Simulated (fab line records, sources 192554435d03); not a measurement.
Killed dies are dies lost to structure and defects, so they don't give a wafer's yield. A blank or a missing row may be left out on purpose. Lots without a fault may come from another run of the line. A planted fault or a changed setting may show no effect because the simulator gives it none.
A struck lot beside a sound one | flow n5_finfet | 15 steps out of a route of 1938
Sound: wafers L777.1, L777.4, L777.6. Struck: wafer L779.1. (L779.3, L779.6 of the same lot were not struck and are left out.) The cause comes at the end.
At each step with rows: each side's tool, then ch and its chambers, then its first start. Under that, the readings that differ: sound wafers | struck wafers | difference of the means | sigmas: that difference in standard deviations of wafers without a fault.
alike: readings whose means differ by less than 2 such deviations, and words and numbers that are the same on both sides. not compared: withheld readings, readings that some wafer has no value for, bounds like >300 that may hide the same value, and numbers for which the record gives no deviation and whose values overlap.
The two part at a step that has a row with sigmas, a row that says differs or no value, or rows on one side only. Numbers that don't overlap but have no deviation are shown without sigmas and don't part them. A reading that every wafer of one side lacks parts them only if that side has two wafers or more.

N5_BEOL_M2_SPUTTER_90: material Cu, target thk 4.5 nm, time 8.29 s.
  sound on pvd_sputter-03, day 7 09:31; struck on pvd_sputter-02, day 7 15:20
  alike: throttle_valve_pct
N5_BEOL_M2_ANNEAL_91: time 240 s.
  sound on pvd_sputter-03, day 7 09:35; struck on pvd_sputter-02, day 7 15:25
  alike: heater_power_w
then, 1 step without rows for these wafers: N5_BEOL_M2_SPUTTER_92 (material Cu, target thk 4.5 nm, time 8.29 s).
N5_BEOL_M2_ANNEAL_93: time 240 s.
  sound on pvd_sputter-03, day 7 09:49; struck on pvd_sputter-02, day 7 15:38
  alike: heater_power_w
then, 1 step without rows for these wafers: N5_BEOL_M2_SPUTTER_94 (material Cu, target thk 4.5 nm, time 8.29 s).
N5_BEOL_M2_ANNEAL_95: time 240 s.
  sound on pvd_sputter-03, day 7 10:02; struck on pvd_sputter-02, day 7 15:51
  alike: heater_power_w
then, 4 steps without rows for these wafers: N5_BEOL_M2_SPUTTER_96 (material Cu, target thk 4.5 nm, time 8.29 s); N5_BEOL_M2_ECD_50 (material Cu, target thk 300 nm); N5_BEOL_M2_ANNEAL_51 (time 90 s); N5_BEOL_M2_CMP_52 (polishes, stops on SiOC, t overpolish 6.8 s, target thk 40 nm).
N5_BEOL_M2_THK_MEAS_53: measures by xrf.
  sound on film_metro-01, day 7 10:58; struck on film_metro-02, day 7 17:11
  alike: M2_THK
N5_BEOL_M2_PRE_CLEAN_60: time 15 s.
  sound on cvd_co-01 ch 1,2, day 7 11:00; struck on cvd_co-01 ch 2, day 7 17:13
  alike: heater_power_w
  not compared: since_wet_clean_h
N5_BEOL_M2_CO_CAP_55: material Co, precursor CCTBA/H2, target thk 2 nm, time 102.1 s.
  sound on cvd_co-01 ch 1,2, day 7 11:02; struck on cvd_co-01 ch 2, day 7 17:16
  reading                                   | sound             | struck | difference | sigmas
  run_length_s (s)                          | 124.2 124.8 124.9 | 154.5  | +29.9      | +71
  model.Co_of_BEOL_M2_CO_CAP_55.thk_nm (nm) | 2 2 2             | 2.4    | +0.4       |
  alike: heater_power_w
  not compared: since_wet_clean_h
then, 1 step without rows for these wafers: N5_BEOL_M2_PRE_CLEAN_56 (time 15 s).
N5_BEOL_M4_RC_MEAS_101:
  sound on prober-01 ch 0, day 8 08:08; struck on prober-02 ch 0, day 8 14:02
  reading   | sound             | struck | difference | sigmas
  VT_N (mV) | 248.5 246.4 244.1 | 252.4  | +6.1       | +2
  alike: DIBL_N, DIBL_P, IOFF_N, IOFF_P, ION_N, ION_P, SS_N, SS_P, VT_P

WHERE THEY PART
First at N5_BEOL_M2_CO_CAP_55; last, within this record, at N5_BEOL_M4_RC_MEAS_101.

WHY: what the simulator had put in
Process parameter drift: cvd_co-01, from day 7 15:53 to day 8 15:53, at N5_BEOL_M2_CO_CAP_55. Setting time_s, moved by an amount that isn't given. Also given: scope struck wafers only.
